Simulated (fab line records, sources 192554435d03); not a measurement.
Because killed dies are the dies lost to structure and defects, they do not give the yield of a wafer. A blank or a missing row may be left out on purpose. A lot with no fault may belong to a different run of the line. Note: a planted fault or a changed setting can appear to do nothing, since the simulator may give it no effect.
Comparing a struck lot with a sound one + flow n5-finfet + 14 out of 1938 route steps
Sound: the wafers L484.2, L484.4, L484.5. Struck: wafer L485.4 (left out: L485.5, L485.6 of the same lot, which were not struck); the cause appears at the end.
Each step with rows lists, per side, the tool, then ch with its chambers, then its first start. Under that, the readings that differ: sound wafers + struck wafers + difference of the means + sigmas: that difference in standard deviations of wafers without a fault.
alike: a reading whose means differ by less than 2 such deviations, as well as words and numbers matching on both sides. not compared: withheld readings; readings where some wafer has no value; bounds like >300 that might hide an equal value; numbers whose values overlap and for which the record gives no deviation.
Wherever a step has rows on one side only, a row that says differs or no value, or a row with sigmas, the two part there. Numbers that have no deviation but don't overlap get no sigmas and don't part them. A reading that every wafer of one side lacks parts them only if that side has two wafers or more.

N5_BEOL_M8_TRENCH_ETCH_37: etches SiCOH lowk in C4F6/O2, target depth 93.478 nm, time 31.2 s.
  sound: rie-diel-01 ch 0,2,3; struck: rie-diel-03 ch 2
  alike: drypump-motor-current-A, oes_o_777_au, oes-product-au, rf-vpp-V, showerhead-plenum-p-Torr, throttle-valve-pct
  not compared: rf-hours-counter-h
N5_BEOL_M8_ETCH_41: etches SiCN in CH3F/O2, target depth 31.9 nm, time 57.8 s.
  sound: rie-diel-01 ch 0,2,3; struck: rie-diel-03 ch 2
  alike: drypump-motor-current-A, oes-product-au, rf-vpp-V, showerhead-plenum-p-Torr, throttle-valve-pct
  not compared: rf-hours-counter-h
N5_BEOL_M8_STRIP_80: strips in N2/H2, time 10 s.
  sound: rie-diel-01 ch 0,2,3; struck: rie-diel-03 ch 2
  alike: drypump-motor-current-A, oes-product-au, rf-vpp-V, showerhead-plenum-p-Torr, throttle-valve-pct
  not compared: rf-hours-counter-h
N5_BEOL_M8_OCD_MEAS_38:
  struck on ocd-02, day 10 12:53; sound on ocd-02, day 9 17:35
| reading              | sound          | struck | difference | sigmas |
|----------------------|----------------|--------|------------|--------|
| trench-depth-nm (nm) | 92.2 94.3 94.3 | 97.0   | +3.4       | +2     |
then, 4 steps without rows for these wafers: N5_BEOL_M8_HM_STRIP_39 (strips TiN in peroxide tin strip, target depth 25 nm, time 158 s); N5_BEOL_M8_SRD_40 (time 30 s); N5_BEOL_M8_PRECLEAN_42 (cleans in residue remover, time 60 s); N5_BEOL_M8_SRD_43 (time 30 s).
N5_BEOL_M8_CD_MEAS_35: the cd target is 40 nm.
  struck on cd-sem-01, day 10 13:02; sound on cd-sem-02, day 9 17:44
  alike: cd-nm
then, 1 step without rows for these wafers: N5_BEOL_M8_CURE_75 (cures SiCOH lowk, time 120 s).
N5_BEOL_M8_DEGAS_44: time 60 s.
  struck on pvd-sputter-03, day 10 13:44; sound on pvd-sputter-03, day 9 19:20
  alike: heater-power-w
N5_BEOL_M8_PRE_CLEAN_45: time 30 s.
  struck on pvd-sputter-03, day 10 13:46; sound on pvd-sputter-03, day 9 19:22
  alike: heater-power-w
N5_BEOL_M8_ALD_77: deposits TaN, target thk 2 nm, pulse time 2 s, purge time 3 s.
  sound on ald-metal-04 ch 0,2, day 9 19:26; struck on ald-metal-04 ch 2, day 10 13:59
| reading                                 | sound    | struck | difference | sigmas |
|-----------------------------------------|----------|--------|------------|--------|
| ald-cycles                              | 40 40 40 | 49     | +9         |        |
| model.TaN_of_BEOL_M8_ALD_77.thk-nm (nm) | 2 2 2    | 2.4    | +0.4       |        |
  alike: heater-power-w
then, 1 step without rows for these wafers: N5_BEOL_M8_SURFACE_TREAT_79.

WHERE THEY PART
At N5_BEOL_M8_OCD_MEAS_38 and nowhere else, as far as this record goes. Later steps at which nothing parts them and some readings are alike: N5_BEOL_M8_CD_MEAS_35, N5_BEOL_M8_DEGAS_44, N5_BEOL_M8_PRE_CLEAN_45, N5_BEOL_M8_ALD_77.

WHY: what the simulator had put in
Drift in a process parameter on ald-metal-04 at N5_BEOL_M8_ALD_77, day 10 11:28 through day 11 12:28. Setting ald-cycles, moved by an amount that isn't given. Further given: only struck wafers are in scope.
